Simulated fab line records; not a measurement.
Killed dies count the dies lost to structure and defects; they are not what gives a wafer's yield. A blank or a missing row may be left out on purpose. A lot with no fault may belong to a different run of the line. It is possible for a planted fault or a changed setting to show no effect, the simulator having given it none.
Which tool did it?	flow n5_finfet	route of 1938 steps, sampled at 1 step: 8 lots, 24 wafers

## WHAT THE GAUGES SHOWED, per wafer
N5_BEOL_M4_RC_MEAS_101.
lot	measured	on	DIBL_N (mV/V)
L302	day 7 22:36	prober-02	37.7 35.5 36.2
L308	day 8 23:57	prober-01	36.8 38.0 37.1
L309	day 9 03:59	prober-02	34.6 35.2 36.4
L310	day 9 11:13	prober-02	38.4 37.3 37.4
L311	day 10 06:21	prober-02	39.1 37.1 38.8
L314	day 10 11:17	prober-01	34.6 34.1 36.6
L320	day 12 19:10	prober-01	33.6 34.9 34.4
L322	day 12 20:18	prober-02	34.0 34.5 34.4

## TOOL THAT RAN EACH LOT (tool first, then ch and the chambers of the sampled wafers, then the start)
There is no process step in the record ahead of these readings.

## THE ANSWER, worked out from the rows above alone
Rule: the lots themselves supply what counts as usual. The widest of any qualifying gaps counts: lots, ordered by their means at a reading, are off when they make up no more than a third of the lots, leave a main group of 4 or more, and stand apart from it by 3 or more times the standard deviation of that group's means. The tables above print the reading to a certain number of digits; a main group whose means all agree to those digits is not used. Also off: a lot with no number at a reading for which 4 or more lots have one. Any other lot the step has rows for is counted as sound.
None of the lots is off at any reading shown; this tells nothing.

## WHAT WAS PUT IN BY THE SIMULATOR
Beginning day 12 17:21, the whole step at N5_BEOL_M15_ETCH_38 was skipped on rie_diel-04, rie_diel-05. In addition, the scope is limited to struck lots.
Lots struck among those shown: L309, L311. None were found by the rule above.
